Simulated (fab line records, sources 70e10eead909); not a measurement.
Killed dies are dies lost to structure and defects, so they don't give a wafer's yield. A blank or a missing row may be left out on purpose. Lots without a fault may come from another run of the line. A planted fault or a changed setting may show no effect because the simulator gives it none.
fab line records | flow nand_harc
record lots=7 wafers=21 last_day=33
route steps=1302 shown A_ZERO_WELL@406 A_SOURCE_PLATE@413 END@1302
lots that met no fault: from a run of the same line without faults
start_h: hours from the record's first day to the start of the lot's first wafer shown | wait_h: hours since the lot's step before | " the same as in the row above | L1.1+2: a row that stands for several wafers | - no value, or no start given | * or withheld: withheld | < > ~ a bound
route shown NAME@n: a module of which the file shows steps, and the number in the route of the first | usual: mean/standard deviation of fault-free wafers | same: alike in all rows | chamber/n: place in a boat | sites: the reading at each site | _std_site: their standard deviation | _edge_site: outer sites' mean less inner sites' | radius_mm: how far each site lies from the wafer's centre | mask NAME#n: copy n | behind: the tool/chamber that last shaped the wafer | hold: why the lot was held/for how many hours/how that ended | device: the transistor (n, p or np) that didn't switch | end of line: the same wafers' tests at the end of the route | a step without rows: its recipe alone | killed: dies lost to structure and defects at the first sort, not the wafer's yield | map: a wafer's dies, x killed, . not, _ none there
set.NAME: the setting as run; set.NAME@STEP: as run at that earlier step | model.NAME: the simulator's own value behind a step, which no gauge read
lots at some steps of the route; a table a step, a row a wafer
services: from which hour (start_h, from the record's first day; less than 0 if before it) a tool's chamber was out of use, for how many hours, and why
## steps
# step NHARC_A_ZERO_WELL_STRIP_14
# recipe time_s=900 temp_c=130 chemistry=SPM
# step NHARC_A_ZERO_WELL_IMPLANT_15
# recipe energy_kev=150 dose_cm2=1e+13 tilt_deg=7
# step NHARC_A_ZERO_WELL_PRECLEAN_22
# recipe time_s=60 temp_c=50 bath_age_min=0 chemistry=SC1
# step NHARC_A_ZERO_WELL_SRD_23
# step NHARC_A_ZERO_WELL_RTA_16
# recipe temp_c=1000 time_s=10
# usual lamp_power_pct=29.51/0.26 lamp_zone_7_pct=29.98/0.27 wafer_temp_C_max=1004.3/0.92
# columns lot.wafer tool chamber start_h wait_h lamp_power_pct lamp_zone_7_pct wafer_temp_C_max
L675.3 rtp_anneal-02 0 147.70 - 29.77 30.22 1004.5
L675.4 " 0 " " 29.76 30.23 1005.0
L675.5 " 0 " " 29.74 30.23 1004.0
L682.2 rtp_anneal-02 0 222.54 - 29.80 30.23 1004.2
L682.4 " 0 " " 29.73 30.23 1004.4
L682.6 " 0 " " 29.77 30.30 1004.1
L683.2 rtp_anneal-02 0 226.07 0.1 29.78 30.21 1005.2
L683.4 " 0 " " 29.73 30.24 1005.1
L683.5 " 0 " " 29.81 30.20 1004.8
L684.4 rtp_anneal-02 0 245.86 - 29.81 30.25 1003.1
L684.5 " 0 " " 29.75 30.26 1004.2
L684.6 " 0 " " 29.79 30.20 1003.9
L692.2 rtp_anneal-02 0 330.93 - 29.72 30.22 1006.7
L692.5 " 0 " " 29.76 30.26 1004.0
L692.6 " 0 " " 29.78 30.20 1004.3
L693.1 rtp_anneal-02 0 337.93 - 29.68 30.22 1004.7
L693.3 " 0 " " 29.67 30.17 1004.3
L693.6 " 0 " " 29.76 30.19 1003.9
L695.2 rtp_anneal-02 0 357.35 - 29.74 30.24 1002.8
L695.4 " 0 " " 29.72 30.21 1003.0
L695.6 " 0 " " 29.78 30.24 1004.6
# step NHARC_A_ZERO_WELL_INSPECT_17
# usual raw_defect_count=10/5.2
# columns lot.wafer tool chamber start_h wait_h raw_defect_count
L675.3 defect_inspect-01 - 147.87 0.1 9
L675.4 " - " " 15
L675.5 " - " " 8
L682.2 defect_inspect-02 - 222.71 0.1 11
L682.4 " - " " 5
L682.6 " - " " 16
L683.2 defect_inspect-01 - 226.24 0.1 9
L683.4 " - " " 20
L683.5 " - " " 24
L684.4 defect_inspect-01 - 245.98 0.1 19
L684.5 " - " " 15
L684.6 " - " " 13
L692.2 defect_inspect-02 - 331.10 0.1 9
L692.5 " - " " 16
L692.6 " - " " 12
L693.1 defect_inspect-01 - 338.13 0.2 5
L693.3 " - " " 7
L693.6 " - " " 1
L695.2 defect_inspect-02 - 357.53 0.1 4
L695.4 " - " " 4
L695.6 " - " " 12
# step NHARC_A_SOURCE_PLATE_PRECLEAN_00
# recipe time_s=60 chemistry=HF-LAST
# step NHARC_A_SOURCE_PLATE_SRD_01
# step NHARC_A_SOURCE_PLATE_OXIDE_02
# recipe target_thk_a=100 temp_c=900 ox_time_s=1362 material=SiO2
# step NHARC_A_SOURCE_PLATE_THK_MEAS_09
# recipe thk_meas_gauge=ellipsometry
# usual thk_nm=9.6/0.91
# columns lot.wafer tool chamber start_h wait_h thk_nm
L675.3 film_metro-01 - 153.15 0.4 10.1
L675.4 " - " " 8.5
L675.5 " - " " 9.3
L682.2 film_metro-02 - 230.04 0.4 10.5
L682.4 " - " " 9.0
L682.6 " - " " 9.2
L683.2 film_metro-01 - 233.04 0.4 8.8
L683.4 " - " " 10.3
L683.5 " - " " 8.1
L684.4 film_metro-01 - 252.80 0.4 9.0
L684.5 " - " " 9.0
L684.6 " - " " 10.1
L692.2 film_metro-01 - 337.89 0.4 9.8
L692.5 " - " " 9.7
L692.6 " - " " 7.9
L693.1 film_metro-01 - 346.46 0.4 9.1
L693.3 " - " " 9.4
L693.6 " - " " 10.5
L695.2 film_metro-02 - 364.48 0.4 10.0
L695.4 " - " " 10.4
L695.6 " - " " 9.9
# step NHARC_A_SOURCE_PLATE_PVD_04
# recipe target_thk_a=500 material=WSi2
# step NHARC_A_SOURCE_PLATE_CVD_03
# recipe target_thk_a=2000 temp_c=620 pressure_mtorr=200 time_s=4000 material=poly-Si
# usual pressure_mtorr=200.1/0.38 run_length_s=4001.1/0.49
# columns lot.wafer tool chamber start_h wait_h pressure_mtorr run_length_s
L675.3 lpcvd_poly-01 0 155.74 - 200.0 4000.4
L675.4 " 0 " " 200.3 4000.4
L675.5 " 0 " " 200.5 4000.4
L682.2 lpcvd_poly-03 - 232.53 - - -
L682.4 " - " " - -
L682.6 " - " " - -
L683.2 lpcvd_poly-04 - 235.61 - - -
L683.4 " - " " - -
L683.5 " - " " - -
L684.4 lpcvd_poly-01 - 255.39 - - -
L684.5 " - " " - -
L684.6 " - " " - -
L692.2 lpcvd_poly-03 0 340.37 - 199.7 4001.4
L692.5 " 0 " " 200.0 4001.4
L692.6 " 0 " " 200.3 4001.4
L693.1 lpcvd_poly-01 0 349.05 - 199.1 4000.8
L693.3 " 0 " " 200.1 4000.8
L693.6 " 0 " " 200.1 4000.8
L695.2 lpcvd_poly-03 0 366.97 - 200.0 4001.6
L695.4 " 0 " " 200.2 4001.6
L695.6 " 0 " " 200.4 4001.6
# step NHARC_A_SOURCE_PLATE_ANNEAL_05
# recipe temp_c=850 time_s=1800
# step NHARC_A_SOURCE_PLATE_THK_MEAS_06
# recipe thk_meas_gauge=ellipsometry
# usual thk_nm=199.6/1.9
# columns lot.wafer tool chamber start_h wait_h thk_nm
L675.3 film_metro-02 - 166.15 0.4 197.5
L675.4 " - " " 198.9
L675.5 " - " " 197.1
L682.2 film_metro-01 - 242.84 0.4 51.7
L682.4 " - " " 51.9
L682.6 " - " " 50.8
L683.2 film_metro-02 - 246.09 0.4 49.3
L683.4 " - " " 49.3
L683.5 " - " " 50.8
L684.4 film_metro-01 - 265.60 0.4 51.4
L684.5 " - " " 50.1
L684.6 " - " " 50.6
L692.2 film_metro-01 - 350.75 0.4 195.2
L692.5 " - " " 193.9
L692.6 " - " " 197.7
L693.1 film_metro-01 - 359.44 0.4 201.8
L693.3 " - " " 198.3
L693.6 " - " " 200.3
L695.2 film_metro-01 - 377.42 0.4 201.2
L695.4 " - " " 200.2
L695.6 " - " " 199.7
# step NHARC_END_SORT_01
# recipe temp_c=25
# usual killed_at_array=49/19 killed_at_other=0.9/1.1 killed_at_periphery=4.0/2.7 killed_dies=54/19 killed_open=3.3/1.8 killed_short=2.6/1.6
# same gross_dies=677
# columns lot.wafer tool chamber start_h wait_h killed_at_array killed_at_other killed_at_periphery killed_dies killed_open killed_short
L682.2 prober-01 0 646.84 2.8 674 0 3 677 7 3
L682.4 prober-01 0 648.44 3.4 673 0 4 677 3 4
L682.6 prober-01 0 650.03 4.0 673 2 2 677 5 1
# killed by level:class
L682.2 A_SOURCE_PLATE:area_cvd=616 A_SLIT:chamber_film_flake=27 A_CHANNEL_FILL_D1:chamber_film_flake=5 A_SGD_CUT:chamber_film_flake=5 A_CHANNEL_HOLE_D2:chamber_film_flake=4 A_ONON_D1:geometric_particle:open=3 A_CONTACT:chamber_film_flake=3 A_WL_FILL:geometric_particle:short=2
L682.4 A_SOURCE_PLATE:area_cvd=620 A_SLIT:chamber_film_flake=33 A_CHANNEL_HOLE_D2:chamber_film_flake=4 A_CONTACT:chamber_film_flake=4 A_CHANNEL_FILL_D1:geometric_particle:open=2 A_CHANNEL_HOLE_D1:chamber_film_flake=2 P_CONTACT:geometric_particle:open=1 P_CONTACT:geometric_particle:short=1
L682.6 A_SOURCE_PLATE:area_cvd=621 A_SLIT:chamber_film_flake=23 A_CHANNEL_HOLE_D2:chamber_film_flake=10 A_CHANNEL_HOLE_D1:chamber_film_flake=6 A_CONTACT:chamber_film_flake=3 A_SGD_CUT:chamber_film_flake=2 THIN_TSV:chamber_film_flake=2 P_CONTACT:geometric_particle:open=1
# map L682.2 (x killed, . not)
____________x____________
_________xxxxxxx_________
_______xxxxxxxxxxx_______
______xxxxxxxxxxxxx______
_____xxxxxxxxxxxxxxx_____
____xxxxxxxxxxxxxxxxx____
____xxxxxxxxxxxxxxxxx____
___xxxxxxxxxxxxxxxxxxx___
___xxxxxxxxxxxxxxxxxxx___
__xxxxxxxxxxxxxxxxxxxxx__
__xxxxxxxxxxxxxxxxxxxxx__
_xxxxxxxxxxxxxxxxxxxxxxx_
_xxxxxxxxxxxxxxxxxxxxxxx_
_xxxxxxxxxxxxxxxxxxxxxxx_
_xxxxxxxxxxxxxxxxxxxxxxx_
_xxxxxxxxxxxxxxxxxxxxxxx_
xxxxxxxxxxxxxxxxxxxxxxxxx
xxxxxxxxxxxxxxxxxxxxxxxxx
xxxxxxxxxxxxxxxxxxxxxxxxx
xxxxxxxxxxxxxxxxxxxxxxxxx
xxxxxxxxxxxxxxxxxxxxxxxxx
_xxxxxxxxxxxxxxxxxxxxxxx_
_xxxxxxxxxxxxxxxxxxxxxxx_
_xxxxxxxxxxxxxxxxxxxxxxx_
_xxxxxxxxxxxxxxxxxxxxxxx_
_xxxxxxxxxxxxxxxxxxxxxxx_
__xxxxxxxxxxxxxxxxxxxxx__
__xxxxxxxxxxxxxxxxxxxxx__
___xxxxxxxxxxxxxxxxxxx___
___xxxxxxxxxxxxxxxxxxx___
____xxxxxxxxxxxxxxxxx____
____xxxxxxxxxxxxxxxxx____
_____xxxxxxxxxxxxxxx_____
______xxxxxxxxxxxxx______
_______xxxxxxxxxxx_______
_________xxxxxxx_________
____________x____________
# map L692.2 (x killed, . not)
____________.____________
_________......._________
_______..........._______
______..........x..______
_____..x............_____
____.................____
____.................____
___...................___
___......x.........x..___
__...................x.__
__......x..............__
_....................x.._
_......x.....x.........._
_.x..........x.........._
_x.x...xx..............._
_xxx...................._
xxx...............x......
xxxx......x..x..........x
xxx...............x....x.
xx.x....x.........x...x..
xxx......................
_.x..............x......_
_...................x..._
_...................x..._
_...............x......._
_..........x............_
__.....................__
__.....................__
___.........x.x.......___
___...x...............___
____......x....x.....____
____.................____
_____..........x..x._____
______.........xx..______
_______..........._______
_________......x_________
____________.____________
## services
# columns tool chamber start_h hours kind
lpcvd_poly-01 - 240.11 11.8 repair
## key
first_sign step=NHARC_A_SOURCE_PLATE_CVD_03 reading=tool_record direction=missing
effect step=NHARC_A_SOURCE_PLATE_THK_MEAS_06 reading=thk_nm direction=down sigmas=77 usual=199.6 struck=50.7
effect step=NHARC_END_SORT_01 reading=killed_at_array direction=up sigmas=33 usual=49 struck=673
more_kills_born_at NHARC_A_SOURCE_PLATE_CVD_03@lpcvd_poly-03=1857
met_at NHARC_A_SOURCE_PLATE_CVD_03
struck_wafers L682.2,L682.4,L682.6,L683.2,L683.4,L683.5,L684.4,L684.5,L684.6
rows_end L683.2,L683.4,L683.5,L684.4,L684.5,L684.6
later_rows_left_out L682.2,L682.4,L682.6
tester_left_out L682
onset_between 155.74 232.53
fault kind=skipped_step_whole tool=lpcvd_poly-01,lpcvd_poly-03,lpcvd_poly-04 chamber=- onset_h=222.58 steps=NHARC_A_SOURCE_PLATE_CVD_03 scope=struck_lots_only
# tester_left_out: of these lots the tester's yield and bins aren't shown, on N5 and GAA mostly nor the transistor test; their killed dies are dies lost to structure and defects alone, not to doping, threshold or leakage, so they don't give the yield
# later_rows_left_out: the simulator's readings of these wafers behind a module that went badly wrong aren't trusted and aren't shown, but for the sort
# rows_end: these wafers met a further fault down the route, and their rows from its step on are left out
